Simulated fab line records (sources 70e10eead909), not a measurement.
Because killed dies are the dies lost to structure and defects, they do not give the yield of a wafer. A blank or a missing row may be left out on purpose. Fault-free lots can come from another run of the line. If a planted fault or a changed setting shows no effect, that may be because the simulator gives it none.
fab line records	flow nandHarc
record lots=6	wafers=18	lastDay=31
route steps=1302 shown A_CHANNEL_HOLE_D2@587 END@1302
lots that met no fault: from a run of the same line without faults
startH: start of the lot's first displayed wafer, in hours after the record's first day	waitH: hours from the lot's prior step to this one	" the same as in the row above	L1.1+2: a single row standing in for several wafers	- no value, or no start was given	* or withheld: withheld	< > ~ a bound
route shown NAME@n: NAME is a module with steps in the file, n the number in the route of the first one	usual: average and standard deviation across the fault-free wafers	same: alike in all rows	chamber/n: place in a boat	sites: the reading at each site	_std_site: standard deviation of those values	_edge_site: the outer-site mean with the inner-site mean subtracted	radiusMm: for every site, how far away it sits from the centre of the wafer	mask NAME#n: copy n	behind: the last tool/chamber to shape the wafer	hold: reason for holding the lot/hours on hold/outcome of the hold	device: transistor that didn't switch, given as n, p or np	end of line: the same wafers' tests at the end of the route	a step given without rows: its recipe and nothing more	killed: not the wafer's yield, but the dies lost to structure and defects at the first sort	map: shows each die of a wafer: x if killed, . if not, _ if none is there
set.NAME: the setting as run; set.NAME@STEP: as run at that earlier step	model.NAME: the simulator's own value behind a step, which no gauge read
lots at selected steps of the route; one table per step, one row per wafer
services: from which hour (startH, from the record's first day; less than 0 if before it) a tool's chamber was out of use, for how many hours, and why
## steps
# step NHARC_A_CHANNEL_HOLE_D2_ETCH_39
# recipe targetDepthA=2600	overEtchFrac=0.3	timeS=325	ionEnergyEv=200	n2FlowSccm=150	h2FlowSccm=150	arFlowSccm=0	rfW=400	biasW=150	chemistry=N2/H2
# step NHARC_A_CHANNEL_HOLE_D2_ETCH_34
# recipe targetDepthA=1540	timeS=77	cf4FlowSccm=100	chf3FlowSccm=30	arFlowSccm=0	rfW=500	biasW=200	chemistry=CF4/CHF3
# step NHARC_A_CHANNEL_HOLE_D2_ETCH_16
# recipe targetDepthA=31000	overEtchFrac=0.3	timeS=806	ionEnergyEv=150	o2FlowSccm=400	cosFlowSccm=20	arFlowSccm=0	rfW=500	biasW=300	chemistry=O2/COS
# usual biasW=299.9/0.97	chamberPressureMTorr=19.999/0.017	drypumpMotorCurrentA=5.8/0.47	oesProductAu=1.007/0.012	rfVppV=314.4/1.8	showerheadPlenumPTorr=3.15/0.12	throttleValvePct=28.331/0.0091
lot.wafer	tool	chamber	startH	waitH	biasW	chamberPressureMTorr	drypumpMotorCurrentA	oesProductAu	rfHoursCounterH	rfVppV	showerheadPlenumPTorr	throttleValvePct
L503.3	rieDiel-08	2	-	-	299.6	20.027	6.8	1.004	4.4	317.0	3.34	28.324
L503.6	"	0	"	"	299.5	19.977	5.9	1.007	-	316.0	3.28	28.329
L503.5	"	1	"	"	300.6	20.015	5.5	0.996	-	316.2	3.26	28.319
L512.3	rieDiel-07	2	-	-	301.7	19.998	5.2	0.999	5.5	314.2	3.12	28.335
L512.1	"	3	"	"	299.8	20.019	5.7	1.000	5.8	311.2	2.95	28.329
L512.5	"	2	"	"	299.9	20.003	5.2	0.997	-	313.2	3.12	28.352
L514.4	rieDiel-07	3	-	-	298.4	20.016	5.7	0.993	7.2	312.2	2.95	28.327
L514.5	"	1	"	"	298.8	19.974	6.3	1.001	-	316.9	3.34	28.335
L514.6	"	2	"	"	298.4	19.985	5.2	1.010	-	315.5	3.12	28.320
L518.2	rieDiel-13	0	-	-	299.8	19.998	5.5	1.019	4.5	314.9	3.13	28.331
L518.4	"	3	"	"	299.7	20.014	6.8	1.017	4.4	313.9	3.13	28.338
L518.5	"	1	"	"	299.8	19.998	5.8	1.017	-	313.7	3.16	28.336
L522.4	rieDiel-08	3	-	-	300.2	19.980	5.1	1.016	6.9	315.1	3.10	28.310
L522.6	"	3	"	"	299.1	20.008	5.0	1.012	-	313.5	3.10	28.336
L522.5	"	0	"	"	300.8	19.968	6.0	1.013	-	316.2	3.27	28.320
L523.3	rieDiel-08	1	-	-	298.8	20.016	5.6	0.998	6.9	316.7	3.26	28.340
L523.5	"	0	"	"	299.7	20.018	5.9	1.021	-	315.5	3.27	28.338
L523.6	"	1	"	"	300.2	20.024	5.6	0.993	-	315.8	3.26	28.331
# step NHARC_A_CHANNEL_HOLE_D2_CD_MEAS_18
# usual cdNm=99.7/2.1
lot.wafer	tool	chamber	startH	waitH	cdNm
L503.3	cdSem-02	-	278.95	-	98.5
L503.5	"	-	"	"	100.8
L503.6	"	-	"	"	99.9
L512.1	cdSem-03	-	391.55	-	102.0
L512.3	"	-	"	"	101.5
L512.5	"	-	"	"	103.3
L514.4	cdSem-01	-	400.36	-	98.6
L514.5	"	-	"	"	99.8
L514.6	"	-	"	"	98.7
L518.2	cdSem-01	-	448.58	-	103.9
L518.4	"	-	"	"	102.6
L518.5	"	-	"	"	100.0
L522.4	cdSem-03	-	474.27	-	96.6
L522.5	"	-	"	"	101.8
L522.6	"	-	"	"	98.0
L523.3	cdSem-03	-	485.38	-	100.7
L523.5	"	-	"	"	100.5
L523.6	"	-	"	"	99.7
# step NHARC_A_CHANNEL_HOLE_D2_ETCH_19
# recipe biasV=1200	sourceW=2500	pressureMtorr=15	timeS=34.5	arFlowSccm=375	c4f8FlowSccm=28.8	o2FlowSccm=96.2	tempC=-20	targetDepthA=*	chemistry=C4F8/O2/Ar
# usual biasV=1199/12	c4f8FlowSccm=28.81/0.089	drypumpMotorCurrentA=5.67/0.28	showerheadPlenumPTorr=3.68/0.031	tempC=-20.01/0.1	throttleValvePct=37.039/0.0091
lot.wafer	tool	chamber	startH	waitH	biasV	c4f8FlowSccm	drypumpMotorCurrentA	rfHoursCounterH	showerheadPlenumPTorr	tempC	throttleValvePct
L503.3	harEtch-01	0	279.13	0.2	1198	28.62	5.63	-	3.75	-20.08	37.038
L503.5	"	1	"	"	1205	28.80	5.64	-	3.69	-20.05	37.035
L503.6	"	0	"	"	1187	28.82	5.63	-	3.75	-20.05	37.037
L512.1	harEtch-02	1	395.40	3.8	1197	28.86	6.06	0	3.71	-19.78	37.058
L512.3	"	1	"	"	1203	28.69	6.05	-	3.71	-19.97	37.043
L512.5	"	1	"	"	1189	28.81	6.07	-	3.71	-19.87	37.036
L514.4	harEtch-02	1	400.48	0.1	1189	28.71	6.08	-	3.70	-19.94	37.053
L514.5	"	0	"	"	1191	28.95	5.30	-	3.68	-20.10	37.021
L514.6	"	1	"	"	1176	28.70	6.10	-	3.70	-19.92	37.026
L518.2	harEtch-02	1	449.67	1.1	1190	28.78	6.06	31	3.69	-20.05	37.050
L518.4	"	0	"	"	1212	28.84	5.33	-	3.67	-20.02	37.047
L518.5	"	0	"	"	1224	28.74	5.32	-	3.66	-19.81	37.038
L522.4	harEtch-02	0	474.38	0.1	1221	28.87	5.34	-	3.65	-20.15	37.033
L522.5	"	0	"	"	1198	28.70	5.34	-	3.65	-19.99	37.051
L522.6	"	1	"	"	1190	28.74	6.07	-	3.68	-19.95	37.043
L523.3	harEtch-01	0	485.51	0.1	1201	28.90	5.62	-	3.68	-20.01	37.033
L523.6	"	1	"	"	1175	29.09	5.65	-	3.62	-20.06	37.035
L523.5	"	0	"	"	1183	28.72	5.67	-	3.68	-19.90	37.036
# step NHARC_A_CHANNEL_HOLE_D2_ETCH_20
# recipe biasV=3000	sourceW=withheld	pressureMtorr=20	timeS=361.9	arFlowSccm=375	c4f8FlowSccm=89.3	o2FlowSccm=35.7	tempC=-20	targetDepthA=16000	chemistry=C4F8/O2/Ar
# usual c4f8FlowSccm=89.28/0.26	chamberPressureMTorr=19.998/0.02	drypumpMotorCurrentA=5.68/0.28	showerheadPlenumPTorr=3.643/0.029	tempC=-19.99/0.082	throttleValvePct=32.155/0.0095
lot.wafer	tool	chamber	startH	waitH	c4f8FlowSccm	chamberPressureMTorr	drypumpMotorCurrentA	rfHoursCounterH	showerheadPlenumPTorr	tempC	throttleValvePct
L503.3	harEtch-01	0	279.35	0.2	89.04	19.988	5.62	-	3.706	-20.10	32.152
L503.5	"	1	"	"	88.85	19.987	5.67	-	3.650	-19.93	32.147
L503.6	"	0	"	"	89.38	20.007	5.64	-	3.705	-20.11	32.166
L512.1	harEtch-02	1	395.54	0.1	89.58	19.976	6.04	0	3.665	-19.90	32.155
L512.3	"	1	"	"	89.12	19.977	6.06	-	3.665	-19.95	32.176
L512.5	"	1	"	"	89.27	19.979	6.05	-	3.665	-19.94	32.149
L514.4	harEtch-02	1	400.69	0.2	89.23	20.014	6.05	-	3.664	-19.86	32.158
L514.5	"	0	"	"	89.49	19.988	5.34	-	3.640	-20.03	32.155
L514.6	"	1	"	"	89.27	20.009	6.10	-	3.664	-20.02	32.168
L518.2	harEtch-02	1	449.78	0.1	88.98	19.980	6.08	31	3.649	-19.92	32.164
L518.4	"	0	"	"	89.21	19.968	5.32	-	3.626	-19.97	32.146
L518.5	"	0	"	"	89.26	20.026	5.32	-	3.625	-19.88	32.161
L522.4	harEtch-02	0	474.56	0.2	89.13	20.001	5.32	-	3.615	-20.04	32.148
L522.5	"	0	"	"	89.45	19.993	5.33	-	3.615	-19.96	32.165
L522.6	"	1	"	"	89.08	19.988	6.08	-	3.639	-19.98	32.155
L523.3	harEtch-01	0	485.72	0.2	89.71	19.977	5.65	-	3.637	-19.96	32.162
L523.6	"	1	"	"	89.20	19.999	5.66	-	3.583	-19.98	32.166
L523.5	"	0	"	"	89.53	20.004	5.60	-	3.638	-20.00	32.157
# step NHARC_A_CHANNEL_HOLE_D2_ETCH_21
# recipe biasV=3000	sourceW=withheld	pressureMtorr=20	timeS=514.3	arFlowSccm=375	c4f8FlowSccm=89.3	o2FlowSccm=35.7	tempC=-20	targetDepthA=16000	chemistry=C4F8/O2/Ar
# usual c4f8FlowSccm=89.24/0.27	chamberPressureMTorr=20.001/0.02	drypumpMotorCurrentA=5.67/0.28	showerheadPlenumPTorr=3.643/0.029	tempC=-19.99/0.11	throttleValvePct=32.154/0.0092
lot.wafer	tool	chamber	startH	waitH	c4f8FlowSccm	chamberPressureMTorr	drypumpMotorCurrentA	rfHoursCounterH	showerheadPlenumPTorr	tempC	throttleValvePct
L503.3	harEtch-01	0	279.72	0.3	89.11	19.970	5.62	-	3.705	-19.87	32.157
L503.5	"	1	"	"	89.47	19.978	5.64	-	3.650	-20.01	32.151
L503.6	"	0	"	"	89.05	20.027	5.63	-	3.705	-19.99	32.151
L512.1	harEtch-02	1	395.87	0.3	89.32	20.026	6.07	0	3.665	-20.16	32.157
L512.3	"	1	"	"	89.23	19.973	6.08	-	3.665	-19.91	32.155
L512.5	"	1	"	"	89.62	19.982	6.10	-	3.666	-20.15	32.154
L514.4	harEtch-02	1	401.07	0.3	89.28	20.007	6.05	-	3.663	-19.81	32.153
L514.5	"	0	"	"	89.34	19.988	5.33	-	3.640	-19.98	32.152
L514.6	"	1	"	"	89.31	19.987	6.05	-	3.663	-20.00	32.144
L518.2	harEtch-02	1	450.09	0.3	89.81	19.995	6.05	31	3.648	-20.01	32.154
L518.4	"	0	"	"	89.61	19.967	5.31	-	3.625	-20.20	32.152
L518.5	"	0	"	"	89.19	20.012	5.32	-	3.625	-20.11	32.153
L522.4	harEtch-02	0	474.92	0.3	89.29	19.966	5.33	-	3.614	-19.88	32.163
L522.5	"	0	"	"	89.03	20.014	5.33	-	3.615	-19.87	32.159
L522.6	"	1	"	"	88.97	19.999	6.05	-	3.638	-20.00	32.145
L523.3	harEtch-01	0	486.09	0.3	89.61	20.047	5.63	-	3.637	-19.81	32.173
L523.6	"	1	"	"	88.86	19.994	5.65	-	3.583	-19.90	32.150
L523.5	"	0	"	"	89.40	19.975	5.65	-	3.637	-19.83	32.178
# step NHARC_A_CHANNEL_HOLE_D2_ETCH_22
# recipe biasV=3000	sourceW=withheld	pressureMtorr=20	timeS=666.7	arFlowSccm=375	c4f8FlowSccm=89.3	o2FlowSccm=35.7	tempC=-20	targetDepthA=16000	chemistry=C4F8/O2/Ar
# step NHARC_A_CHANNEL_HOLE_D2_ETCH_23
# recipe biasV=5000	sourceW=withheld	pressureMtorr=20	timeS=819	arFlowSccm=375	c4f8FlowSccm=89.3	o2FlowSccm=35.7	tempC=-20	targetDepthA=16000	chemistry=C4F8/O2/Ar
# usual c4f8FlowSccm=89.35/0.26	chamberPressureMTorr=20.000/0.02	drypumpMotorCurrentA=5.68/0.28	showerheadPlenumPTorr=3.642/0.029	tempC=-20.01/0.1	throttleValvePct=32.154/0.0095
lot.wafer	tool	chamber	startH	waitH	c4f8FlowSccm	chamberPressureMTorr	drypumpMotorCurrentA	rfHoursCounterH	showerheadPlenumPTorr	tempC	throttleValvePct
L503.3	harEtch-01	0	280.85	0.5	89.18	19.986	5.64	-	3.705	-19.96	32.168
L503.5	"	1	"	"	90.21	20.043	5.65	-	3.650	-19.97	32.165
L503.6	"	0	"	"	89.94	20.000	5.65	-	3.705	-20.00	32.152
L512.1	harEtch-02	1	396.93	0.5	89.04	20.016	6.07	1	3.664	-20.19	32.152
L512.3	"	1	"	"	89.12	19.988	6.09	-	3.665	-20.02	32.146
L512.5	"	1	"	"	89.26	19.969	6.10	-	3.665	-19.97	32.144
L514.4	harEtch-02	1	402.21	0.5	89.53	20.012	6.06	-	3.662	-20.03	32.159
L514.5	"	0	"	"	89.47	19.994	5.34	-	3.639	-19.89	32.160
L514.6	"	1	"	"	89.44	20.001	6.10	-	3.662	-19.89	32.176
L518.2	harEtch-02	1	451.11	0.5	88.87	19.991	6.09	32	3.648	-20.16	32.150
L518.4	"	0	"	"	89.48	19.977	5.34	-	3.624	-20.15	32.167
L518.5	"	0	"	"	89.33	19.984	5.32	-	3.625	-20.21	32.148
L522.4	harEtch-02	0	476.02	0.5	89.22	20.004	5.32	-	3.614	-19.94	32.160
L522.5	"	0	"	"	89.57	20.024	5.34	-	3.614	-19.90	32.152
L522.6	"	1	"	"	88.99	20.018	6.09	-	3.638	-19.97	32.163
L523.3	harEtch-01	0	487.23	0.5	89.07	20.012	5.63	-	3.637	-19.99	32.158
L523.6	"	1	"	"	89.11	19.991	5.64	-	3.582	-19.88	32.164
L523.5	"	0	"	"	89.30	20.015	5.64	-	3.636	-20.08	32.166
# step NHARC_A_CHANNEL_HOLE_D2_ETCH_24
# recipe biasV=5000	sourceW=withheld	pressureMtorr=20	timeS=906.2	arFlowSccm=375	c4f8FlowSccm=93.8	o2FlowSccm=31.2	tempC=-20	targetDepthA=15000	chemistry=C4F8/O2/Ar
# step NHARC_A_CHANNEL_HOLE_D2_ETCH_25
# recipe biasV=5000	sourceW=withheld	pressureMtorr=20	timeS=1040.2	arFlowSccm=375	c4f8FlowSccm=93.8	o2FlowSccm=31.2	tempC=-20	targetDepthA=15000	chemistry=C4F8/O2/Ar
# step NHARC_A_CHANNEL_HOLE_D2_ETCH_26
# recipe biasV=300	sourceW=2000	pressureMtorr=30	timeS=224.1	arFlowSccm=375	c4f8FlowSccm=11.4	o2FlowSccm=113.6	tempC=-20	targetDepthA=3000	chemistry=C4F8/O2/Ar
# step NHARC_A_CHANNEL_HOLE_D2_ETCH_27
# recipe biasV=400	sourceW=2000	pressureMtorr=25	timeS=90	arFlowSccm=375	c4f8FlowSccm=41.7	o2FlowSccm=83.3	tempC=-20	targetDepthA=4000	chemistry=C4F8/O2/Ar
# usual biasV=401/3.8	c4f8FlowSccm=41.71/0.14	drypumpMotorCurrentA=5.67/0.28	showerheadPlenumPTorr=3.68/0.03	tempC=-20.00/0.096	throttleValvePct=27.620/0.0088
lot.wafer	tool	chamber	startH	waitH	biasV	c4f8FlowSccm	drypumpMotorCurrentA	rfHoursCounterH	showerheadPlenumPTorr	tempC	throttleValvePct
L503.3	harEtch-01	0	283.14	0.2	399	41.65	5.62	-	3.74	-19.95	27.622
L503.5	"	1	"	"	400	41.93	5.65	-	3.69	-20.08	27.619
L503.6	"	0	"	"	394	41.67	5.64	-	3.74	-20.12	27.628
L512.1	harEtch-02	1	399.37	0.2	-	-	-	-	-	-	-
L512.3	"	1	"	"	-	-	-	-	-	-	-
L512.5	"	1	"	"	-	-	-	-	-	-	-
L514.4	harEtch-02	1	404.49	0.2	-	-	-	-	-	-	-
L514.5	"	0	"	"	-	-	-	-	-	-	-
L514.6	"	1	"	"	-	-	-	-	-	-	-
L518.2	harEtch-02	1	453.66	0.2	403	41.63	6.04	35	3.69	-19.95	27.598
L518.4	"	0	"	"	404	41.69	5.33	-	3.66	-20.15	27.616
L518.5	"	0	"	"	397	41.44	5.32	-	3.66	-20.14	27.630
L522.4	harEtch-02	0	478.37	0.2	399	41.69	5.34	-	3.65	-19.95	27.628
L522.5	"	0	"	"	397	41.71	5.34	-	3.65	-20.12	27.621
L522.6	"	1	"	"	408	41.58	6.10	-	3.67	-20.11	27.621
L523.3	harEtch-01	0	489.53	0.2	400	41.78	5.64	-	3.67	-19.91	27.632
L523.6	"	1	"	"	402	41.68	5.67	-	3.62	-19.98	27.622
L523.5	"	0	"	"	401	41.62	5.62	-	3.67	-20.09	27.623
# step NHARC_A_CHANNEL_HOLE_D2_STRIP_41
# recipe n2FlowSccm=150	h2FlowSccm=150	arFlowSccm=0	biasW=0	chemistry=N2/H2
# step NHARC_END_SORT_01
# recipe tempC=25
# usual killedAtArray=55/20	killedAtOther=1.1/1.2	killedAtPeriphery=3.8/2.8	killedDies=60/19	killedOpen=3.4/1.9	killedShort=2.2/1.5
# same grossDies=677
lot.wafer	tool	chamber	startH	waitH	killedAtArray	killedAtOther	killedAtPeriphery	killedDies	killedOpen	killedShort
L512.1	prober-01	0	662.92	2.5	675	1	1	677	4	2
L512.3	prober-01	0	664.51	3.1	675	1	1	677	2	1
L512.5	prober-01	0	666.11	3.7	675	0	2	677	2	1
L514.4	prober-02	0	665.29	3.4	668	4	5	677	1	2
L514.5	prober-02	0	666.09	3.7	667	3	7	677	3	2
L514.6	prober-02	0	666.89	4.0	670	3	4	677	8	1
# killed by level:class
L512.1 A_CHANNEL_HOLE_D2:areaEtch=605 A_CHANNEL_HOLE_D1:chamberFilmFlake=29 A_SLIT:chamberFilmFlake=29 A_CONTACT:chamberFilmFlake=3 P_GATE:geometricParticle:open=1 A_ONON_D2:geometricParticle:open=1 A_CONTACT:geometricParticle:short=1 A_CONTACT:geometricParticle:open=1
L512.3 A_CHANNEL_HOLE_D2:areaEtch=597 A_CHANNEL_HOLE_D1:chamberFilmFlake=33 A_SLIT:chamberFilmFlake=33 A_CONTACT:chamberFilmFlake=5 A_STAIRCASE:chamberFilmFlake=3 A_CHANNEL_FILL_D1:geometricParticle:open=1 A_ONON_D2:geometricParticle:open=1 A_CHANNEL_HOLE_D2:geometricParticle:short=1
L514.4 A_CHANNEL_HOLE_D2:areaEtch=624 A_CHANNEL_HOLE_D1:chamberFilmFlake=31 A_CONTACT:chamberFilmFlake=5 THIN_TSV:chamberFilmFlake=4 A_M0:chamberFilmFlake=3 P_STI:chamberFilmFlake=2 P_CONTACT:chamberFilmFlake=2 A_STAIRCASE:chamberFilmFlake=2
L514.5 A_CHANNEL_HOLE_D2:areaEtch=609 A_CHANNEL_HOLE_D1:chamberFilmFlake=36 A_CONTACT:chamberFilmFlake=9 P_STI:chamberFilmFlake=5 A_STAIRCASE:chamberFilmFlake=3 THIN_TSV:chamberFilmFlake=3 A_DECK1_JOINT:chamberFilmFlake=2 A_M0:chamberFilmFlake=2
L512.5 A_CHANNEL_HOLE_D2:areaEtch=599 A_CHANNEL_HOLE_D1:chamberFilmFlake=31 A_SLIT:chamberFilmFlake=30 A_CONTACT:chamberFilmFlake=6 A_CHANNEL_HOLE_D2:unspecified=3 P_STI:chamberFilmFlake=2 A_SOURCE_PLATE:geometricParticle:open=1 A_CHANNEL_HOLE_D1:geometricParticle:short=1
L514.6 A_CHANNEL_HOLE_D2:areaEtch=622 A_CHANNEL_HOLE_D1:chamberFilmFlake=26 A_CONTACT:chamberFilmFlake=8 A_STAIRCASE:chamberFilmFlake=3 THIN_TSV:chamberFilmFlake=3 A_BLC:geometricParticle:open=2 P_STI:chamberFilmFlake=2 P_CONTACT:geometricParticle:open=1
# map L512.1 (x killed, . not)
____________x____________
_________xxxxxxx_________
_______xxxxxxxxxxx_______
______xxxxxxxxxxxxx______
_____xxxxxxxxxxxxxxx_____
____xxxxxxxxxxxxxxxxx____
____xxxxxxxxxxxxxxxxx____
___xxxxxxxxxxxxxxxxxxx___
___xxxxxxxxxxxxxxxxxxx___
__xxxxxxxxxxxxxxxxxxxxx__
__xxxxxxxxxxxxxxxxxxxxx__
_xxxxxxxxxxxxxxxxxxxxxxx_
_xxxxxxxxxxxxxxxxxxxxxxx_
_xxxxxxxxxxxxxxxxxxxxxxx_
_xxxxxxxxxxxxxxxxxxxxxxx_
_xxxxxxxxxxxxxxxxxxxxxxx_
xxxxxxxxxxxxxxxxxxxxxxxxx
xxxxxxxxxxxxxxxxxxxxxxxxx
xxxxxxxxxxxxxxxxxxxxxxxxx
xxxxxxxxxxxxxxxxxxxxxxxxx
xxxxxxxxxxxxxxxxxxxxxxxxx
_xxxxxxxxxxxxxxxxxxxxxxx_
_xxxxxxxxxxxxxxxxxxxxxxx_
_xxxxxxxxxxxxxxxxxxxxxxx_
_xxxxxxxxxxxxxxxxxxxxxxx_
_xxxxxxxxxxxxxxxxxxxxxxx_
__xxxxxxxxxxxxxxxxxxxxx__
__xxxxxxxxxxxxxxxxxxxxx__
___xxxxxxxxxxxxxxxxxxx___
___xxxxxxxxxxxxxxxxxxx___
____xxxxxxxxxxxxxxxxx____
____xxxxxxxxxxxxxxxxx____
_____xxxxxxxxxxxxxxx_____
______xxxxxxxxxxxxx______
_______xxxxxxxxxxx_______
_________xxxxxxx_________
____________x____________
# map L514.4 (x killed, . not)
____________x____________
_________xxxxxxx_________
_______xxxxxxxxxxx_______
______xxxxxxxxxxxxx______
_____xxxxxxxxxxxxxxx_____
____xxxxxxxxxxxxxxxxx____
____xxxxxxxxxxxxxxxxx____
___xxxxxxxxxxxxxxxxxxx___
___xxxxxxxxxxxxxxxxxxx___
__xxxxxxxxxxxxxxxxxxxxx__
__xxxxxxxxxxxxxxxxxxxxx__
_xxxxxxxxxxxxxxxxxxxxxxx_
_xxxxxxxxxxxxxxxxxxxxxxx_
_xxxxxxxxxxxxxxxxxxxxxxx_
_xxxxxxxxxxxxxxxxxxxxxxx_
_xxxxxxxxxxxxxxxxxxxxxxx_
xxxxxxxxxxxxxxxxxxxxxxxxx
xxxxxxxxxxxxxxxxxxxxxxxxx
xxxxxxxxxxxxxxxxxxxxxxxxx
xxxxxxxxxxxxxxxxxxxxxxxxx
xxxxxxxxxxxxxxxxxxxxxxxxx
_xxxxxxxxxxxxxxxxxxxxxxx_
_xxxxxxxxxxxxxxxxxxxxxxx_
_xxxxxxxxxxxxxxxxxxxxxxx_
_xxxxxxxxxxxxxxxxxxxxxxx_
_xxxxxxxxxxxxxxxxxxxxxxx_
__xxxxxxxxxxxxxxxxxxxxx__
__xxxxxxxxxxxxxxxxxxxxx__
___xxxxxxxxxxxxxxxxxxx___
___xxxxxxxxxxxxxxxxxxx___
____xxxxxxxxxxxxxxxxx____
____xxxxxxxxxxxxxxxxx____
_____xxxxxxxxxxxxxxx_____
______xxxxxxxxxxxxx______
_______xxxxxxxxxxx_______
_________xxxxxxx_________
____________x____________
## services
tool	chamber	startH	hours	kind
rieDiel-08	0	273.31	-	clean
rieDiel-08	1	273.31	-	clean
rieDiel-13	0	283.41	4.2	repair
rieDiel-07	-	294.20	9.0	pm
rieDiel-13	2	294.65	1.3	repair
rieDiel-13	2	308.50	5.5	repair
rieDiel-08	0	316.43	29.9	repair
rieDiel-13	-	342.01	9.0	pm
rieDiel-08	-	367.81	9.0	pm
rieDiel-13	0	374.47	11.8	repair
harEtch-02	-	378.38	17.0	pm
harEtch-02	0	378.38	17.0	ventCycle
harEtch-02	1	378.38	17.0	ventCycle
rieDiel-07	1	382.32	8.5	repair
harEtch-02	0	395.38	-	clean
harEtch-02	0	395.38	-	consumableReplace:focusRing
harEtch-02	1	395.38	-	clean
harEtch-02	1	395.38	-	consumableReplace:focusRing
rieDiel-08	1	408.70	2.7	repair
rieDiel-07	1	414.74	6.6	repair
rieDiel-07	0	437.49	3.0	repair
rieDiel-07	-	471.20	9.0	pm
rieDiel-08	1	486.17	3.1	repair
rieDiel-13	3	487.95	12.3	repair
## key
firstSign step=NHARC_A_CHANNEL_HOLE_D2_ETCH_27	reading=toolRecord	direction=missing
effect step=NHARC_END_SORT_01	reading=killedDies	direction=up	sigmas=32	usual=60	struck=677
moreKillsBornAt NHARC_A_CHANNEL_HOLE_D2_ETCH_27@harEtch-02=3652
metAt NHARC_A_CHANNEL_HOLE_D2_ETCH_27
struckWafers L512.1,L512.3,L512.5,L514.4,L514.5,L514.6
laterRowsLeftOut L512.1,L512.3,L512.5,L514.4,L514.5,L514.6
testerLeftOut L512,L514
fault kind=skippedStepWhole	tool=harEtch-02	chamber=-	onsetH=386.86	steps=NHARC_A_CHANNEL_HOLE_D2_ETCH_27	scope=struckLotsOnly
# testerLeftOut: of these lots the tester's yield and bins aren't shown, on N5 and GAA mostly nor the transistor test; their killed dies are dies lost to structure and defects alone, not to doping, threshold or leakage, so they don't give the yield
# laterRowsLeftOut: the simulator's readings of these wafers behind a module that went badly wrong aren't trusted and aren't shown, but for the sort
